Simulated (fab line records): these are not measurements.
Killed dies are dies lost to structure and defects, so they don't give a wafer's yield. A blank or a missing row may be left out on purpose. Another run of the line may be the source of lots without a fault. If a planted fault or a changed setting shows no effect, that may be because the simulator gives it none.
Matching of chambers || flow n5 finfet || N5_BEOL_M1_ETCH_69 on rie diel-06: 4 sister chambers
The step etches SiARC in CF4, target depth 15.6 nm, time 26 s. 7 wafers are shown with their chamber, then 10 later ones without.

== WAFERS PAIRED WITH THEIR CHAMBERS ==
{"wafer": "L080.6", "chamber": 1, "throttle valve pct (%)": 15.86, "oes product au (a.u.)": 0.61}
{"wafer": "L081.5", "chamber": 1, "throttle valve pct (%)": 15.86, "oes product au (a.u.)": 0.61}
{"wafer": "L082.1", "chamber": 0, "throttle valve pct (%)": 15.33, "oes product au (a.u.)": 0.78}
{"wafer": "L082.2", "chamber": 2, "throttle valve pct (%)": 15.62, "oes product au (a.u.)": 0.64}
{"wafer": "L082.4", "chamber": 3, "throttle valve pct (%)": 15.69, "oes product au (a.u.)": 0.85}
{"wafer": "L083.1", "chamber": 2, "throttle valve pct (%)": 15.62, "oes product au (a.u.)": 0.62}
{"wafer": "L083.3", "chamber": 0, "throttle valve pct (%)": 15.35, "oes product au (a.u.)": 0.77}

== WAFERS WITH NO CHAMBER GIVEN ==
{"wafer": "L083.5", "throttle valve pct (%)": 15.64, "oes product au (a.u.)": 0.63}
{"wafer": "L089.1", "throttle valve pct (%)": 15.65, "oes product au (a.u.)": 0.62}
{"wafer": "L089.5", "throttle valve pct (%)": 15.65, "oes product au (a.u.)": 0.62}
{"wafer": "L089.6", "throttle valve pct (%)": 15.71, "oes product au (a.u.)": 0.79}
{"wafer": "L093.2", "throttle valve pct (%)": 15.37, "oes product au (a.u.)": 0.74}
{"wafer": "L093.3", "throttle valve pct (%)": 15.72, "oes product au (a.u.)": 0.78}
{"wafer": "L093.4", "throttle valve pct (%)": 15.66, "oes product au (a.u.)": 0.62}
{"wafer": "L096.1", "throttle valve pct (%)": 15.91, "oes product au (a.u.)": 0.59}
{"wafer": "L096.2", "throttle valve pct (%)": 15.39, "oes product au (a.u.)": 0.72}
{"wafer": "L096.4", "throttle valve pct (%)": 15.66, "oes product au (a.u.)": 0.61}

== EACH ONE'S CHAMBER ==
{"wafer": "L083.5", "from the rows above": 2, "in truth": 2}
{"wafer": "L089.1", "from the rows above": 2, "in truth": 2}
{"wafer": "L089.5", "from the rows above": 2, "in truth": 2}
{"wafer": "L089.6", "from the rows above": 3, "in truth": 3}
{"wafer": "L093.2", "from the rows above": 0, "in truth": 0}
{"wafer": "L093.3", "from the rows above": 3, "in truth": 3}
{"wafer": "L093.4", "from the rows above": 2, "in truth": 2}
{"wafer": "L096.1", "from the rows above": 1, "in truth": 1}
{"wafer": "L096.2", "from the rows above": 0, "in truth": 0}
{"wafer": "L096.4", "from the rows above": 2, "in truth": 2}
Correctly placed: 10 of 10. Not placeable from these rows: 0. Placed wrongly: 0.
How it was worked out, from the rows above alone: a wafer's distance from a chamber is the root of the sum, over the readings, of the square of ((its reading less the chamber's mean) divided by the reading's scatter). If the next closest chamber is less than 2 further off than the closest, the wafer can't be placed; otherwise it belongs to the closest. For every chamber, the mean is computed from those of its wafers that are shown. How the scatter is found: for the shown wafers, subtract from each reading the mean of its chamber, square and add these, divide the total by (wafers less chambers), then take the root.
